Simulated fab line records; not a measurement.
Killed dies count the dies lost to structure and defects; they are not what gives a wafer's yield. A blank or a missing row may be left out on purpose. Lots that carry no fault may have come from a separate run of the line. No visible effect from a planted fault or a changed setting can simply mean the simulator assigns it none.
The tool behind it: which one? + flow n5-finfet + Sampling: 24 lots, 72 wafers, 3 of 1938 route steps

## WHAT THE GAUGES SHOWED, per wafer
N5_BEOL_M12_INSPECT_30: inspects for defects (macro). Usual: raw-defect-count reads 2.1 (standard deviation 1.6).
| lot  | measured     | on                | raw-defect-count | flag |
|------|--------------|-------------------|------------------|------|
| L074 | day 10 21:08 | defect-inspect-01 | 3 0 2            |      |
| L076 | day 11 13:30 | defect-inspect-02 | 3 0 7            |      |
| L078 | day 12 05:05 | defect-inspect-01 | 0 0 4            |      |
| L075 | day 12 08:45 | defect-inspect-01 | 3 5 4            |      |
| L077 | day 12 15:37 | defect-inspect-02 | 2 0 3            |      |
| L083 | day 13 05:40 | defect-inspect-02 | 2 2 1            |      |
| L079 | day 13 12:10 | defect-inspect-01 | 1 2 1            |      |
| L080 | day 13 18:43 | defect-inspect-01 | 2 1 4            |      |
| L081 | day 13 19:01 | defect-inspect-02 | 2 2 3            |      |
| L084 | day 14 04:50 | defect-inspect-02 | 1 1 1            |      |
| L082 | day 14 07:07 | defect-inspect-01 | 1 2 2            |      |
| L087 | day 14 12:30 | defect-inspect-02 | 1 4 2            |      |
| L085 | day 14 17:18 | defect-inspect-02 | 4 0 2            |      |
| L086 | day 15 00:19 | defect-inspect-01 | 2 5 1            |      |
| L088 | day 15 02:26 | defect-inspect-02 | 1 0 1            |      |
| L090 | day 15 06:22 | defect-inspect-02 | 1 2 0            |      |
| L089 | day 15 13:15 | defect-inspect-02 | 2 3 2            |      |
| L091 | day 16 02:35 | defect-inspect-02 | 3 2 1            |      |
| L092 | day 16 03:29 | defect-inspect-02 | 1 2 6            |      |
| L093 | day 16 06:22 | defect-inspect-01 | 4 3 2            |      |
| L096 | day 16 08:59 | defect-inspect-01 | 0 2 0            |      |
| L095 | day 16 16:49 | defect-inspect-02 | 2 1 3            |      |
| L094 | day 16 17:32 | defect-inspect-01 | 3 2 1            |      |
| L097 | day 17 14:56 | defect-inspect-02 | 2 3 3            |      |

N5_BEOL_M13_INSPECT_12: inspects for defects (macro). Usual: raw-defect-count reads 2 (standard deviation 1.3).
| lot  | measured     | on                | raw-defect-count | flag |
|------|--------------|-------------------|------------------|------|
| L074 | day 11 00:47 | defect-inspect-01 | 1 3 2            |      |
| L076 | day 11 19:38 | defect-inspect-02 | 2 1 0            |      |
| L078 | day 12 08:41 | defect-inspect-02 | 1 1 3            |      |
| L075 | day 12 15:01 | defect-inspect-02 | 1 1 0            |      |
| L077 | day 12 19:25 | defect-inspect-02 | 0 2 2            |      |
| L083 | day 13 09:50 | defect-inspect-01 | 1 1 1            |      |
| L079 | day 13 17:34 | defect-inspect-01 | 2 3 1            |      |
| L080 | day 13 22:37 | defect-inspect-02 | 2 3 0            |      |
| L081 | day 14 01:13 | defect-inspect-01 | 3 5 1            |      |
| L084 | day 14 11:13 | defect-inspect-02 | 5 3 1            |      |
| L082 | day 14 11:53 | defect-inspect-02 | 4 2 3            |      |
| L087 | day 14 15:51 | defect-inspect-02 | 0 1 2            |      |
| L085 | day 14 22:14 | defect-inspect-01 | 2 2 1            |      |
| L086 | day 15 05:00 | defect-inspect-02 | 0 1 3            |      |
| L088 | day 15 05:53 | defect-inspect-01 | 1 2 6            |      |
| L090 | day 15 11:52 | defect-inspect-01 | 1 4 1            |      |
| L089 | day 15 18:26 | defect-inspect-01 | 3 1 1            |      |
| L091 | day 16 10:50 | defect-inspect-01 | 4 5 4            |      |
| L092 | day 16 11:04 | defect-inspect-01 | 0 2 1            |      |
| L093 | day 16 11:23 | defect-inspect-02 | 1 1 2            |      |
| L096 | day 16 13:59 | defect-inspect-02 | 1 0 4            |      |
| L095 | day 16 20:48 | defect-inspect-02 | 2 4 2            |      |
| L094 | day 16 22:04 | defect-inspect-02 | 3 0 3            |      |
| L097 | day 17 19:35 | defect-inspect-02 | 3 5 2            |      |

## WHAT TOOL EACH LOT RAN ON (gives the tool, then ch and the chambers of the sampled wafers, and finally the start)
| lot  | N5_BEOL_M12_ETCH_59                |
|------|------------------------------------|
| L074 | rie-diel-03 ch 0,2, day 10 20:18   |
| L076 | rie-diel-03 ch 0,1,2, day 11 12:40 |
| L078 | rie-diel-01 ch 0,1,3, day 12 04:08 |
| L075 | rie-diel-06 ch 0,2, day 12 07:47   |
| L077 | rie-diel-06 ch 0,3, day 12 14:47   |
| L083 | rie-diel-06 ch 0,2, day 13 04:50   |
| L079 | rie-diel-03 ch 0,1,2, day 13 11:11 |
| L080 | rie-diel-03 ch 0,1,3, day 13 17:46 |
| L081 | rie-diel-01 ch 2,3, day 13 18:11   |
| L084 | rie-diel-01 ch 1,2, day 14 03:59   |
| L082 | rie-diel-01 ch 1,2, day 14 06:17   |
| L087 | rie-diel-06 ch 0,3, day 14 11:32   |
| L085 | rie-diel-06 ch 1,2, day 14 16:28   |
| L086 | rie-diel-01 ch 0,2,3, day 14 23:29 |
| L088 | rie-diel-03 ch 0,2,3, day 15 01:28 |
| L090 | rie-diel-06 ch 0,1,3, day 15 05:23 |
| L089 | rie-diel-06 ch 0,2, day 15 12:15   |
| L091 | rie-diel-06 ch 0,1,3, day 16 01:45 |
| L092 | rie-diel-03 ch 2,3, day 16 02:39   |
| L093 | rie-diel-01 ch 0,3, day 16 05:32   |
| L096 | rie-diel-01 ch 0,1,3, day 16 08:09 |
| L095 | rie-diel-01 ch 0,1, day 16 15:58   |
| L094 | rie-diel-03 ch 2,3, day 16 16:42   |
| L097 | rie-diel-01 ch 0,1,2, day 17 13:58 |
- N5_BEOL_M12_ETCH_59: etches BARC in N2/H2, target depth 89 nm, overetch 26.7 nm, time 67.9 s.

## WHAT THE TOOLS THEMSELVES READ (means of the sampled wafers that have a number; where no wafer has one, the mark that the record gives instead)
N5_BEOL_M12_ETCH_59. Usual: drypump-motor-current-A 5.8 A, standard deviation 0.41; oes-product-au 0.67 a.u., standard deviation 0.059; rf-vpp-V 524.3 V, standard deviation 2.2; showerhead-plenum-p-Torr 2.55 Torr, standard deviation 0.077; throttle-valve-pct 17.9 %, standard deviation 0.31.
| lot  | tool        | drypump-motor-current-A (A) | oes-product-au (a.u.) | rf-vpp-V (V) | showerhead-plenum-p-Torr (Torr) | throttle-valve-pct (%) | flag |
|------|-------------|-----------------------------|-----------------------|--------------|---------------------------------|------------------------|------|
| L074 | rie-diel-03 | 5.9                         | 0.62                  | 526.5        | 2.63                            | 18.2                   |      |
| L076 | rie-diel-03 | 5.8                         | 0.66                  | 527.0        | 2.65                            | 17.9                   |      |
| L078 | rie-diel-01 | 5.7                         | 0.70                  | 522.8        | 2.50                            | 17.7                   |      |
| L075 | rie-diel-06 | 6.2                         | 0.63                  | 523.6        | 2.53                            | 18.1                   |      |
| L077 | rie-diel-06 | 5.7                         | 0.64                  | 524.3        | 2.54                            | 17.9                   |      |
| L083 | rie-diel-06 | 6.5                         | 0.61                  | 523.1        | 2.51                            | 18.1                   |      |
| L079 | rie-diel-03 | 5.8                         | 0.73                  | 527.2        | 2.64                            | 17.8                   |      |
| L080 | rie-diel-03 | 5.6                         | 0.79                  | 527.4        | 2.66                            | 17.7                   |      |
| L081 | rie-diel-01 | 6.0                         | 0.64                  | 525.0        | 2.58                            | 18.0                   |      |
| L084 | rie-diel-01 | 5.6                         | 0.63                  | 524.7        | 2.57                            | 17.8                   |      |
| L082 | rie-diel-01 | 5.6                         | 0.64                  | 524.3        | 2.57                            | 17.8                   |      |
| L087 | rie-diel-06 | 5.5                         | 0.65                  | 523.2        | 2.54                            | 17.9                   |      |
| L085 | rie-diel-06 | 6.5                         | 0.62                  | 521.6        | 2.48                            | 18.3                   |      |
| L086 | rie-diel-01 | 5.8                         | 0.66                  | 522.5        | 2.52                            | 18.1                   |      |
| L088 | rie-diel-03 | 5.6                         | 0.75                  | 527.3        | 2.65                            | 17.9                   |      |
| L090 | rie-diel-06 | 5.7                         | 0.65                  | 522.8        | 2.50                            | 18.0                   |      |
| L089 | rie-diel-06 | 6.1                         | 0.61                  | 523.7        | 2.52                            | 18.1                   |      |
| L091 | rie-diel-06 | 5.7                         | 0.64                  | 522.6        | 2.50                            | 18.0                   |      |
| L092 | rie-diel-03 | 5.3                         | 0.74                  | 527.4        | 2.68                            | 17.8                   |      |
| L093 | rie-diel-01 | 5.9                         | 0.69                  | 521.9        | 2.47                            | 17.8                   |      |
| L096 | rie-diel-01 | 5.7                         | 0.67                  | 523.0        | 2.49                            | 17.8                   |      |
| L095 | rie-diel-01 | 5.5                         | 0.66                  | 522.3        | 2.48                            | 18.1                   |      |
| L094 | rie-diel-03 | 5.5                         | 0.69                  | 526.3        | 2.66                            | 17.9                   |      |
| L097 | rie-diel-01 | 5.6                         | 0.70                  | 523.1        | 2.53                            | 18.0                   |      |

## THE ANSWER, worked out from the rows above alone
Rule: a lot is off if the mean of its wafers that have a number lies more than 3 standard deviations from the usual mean. A lot without any number at a reading at which 4 lots or more have one is off too. The other lots that the step has rows for count as sound. First the gauges in route order, then the tools' own readings, where a lot's mean is used as printed above. The first step at which some lot is off is used, and at that step the reading that is off furthest; a lot without a number counts as furthest.
Across all readings shown, no lot is off: no conclusion can be drawn from this.

## WHAT THE SIMULATOR HAD INSERTED
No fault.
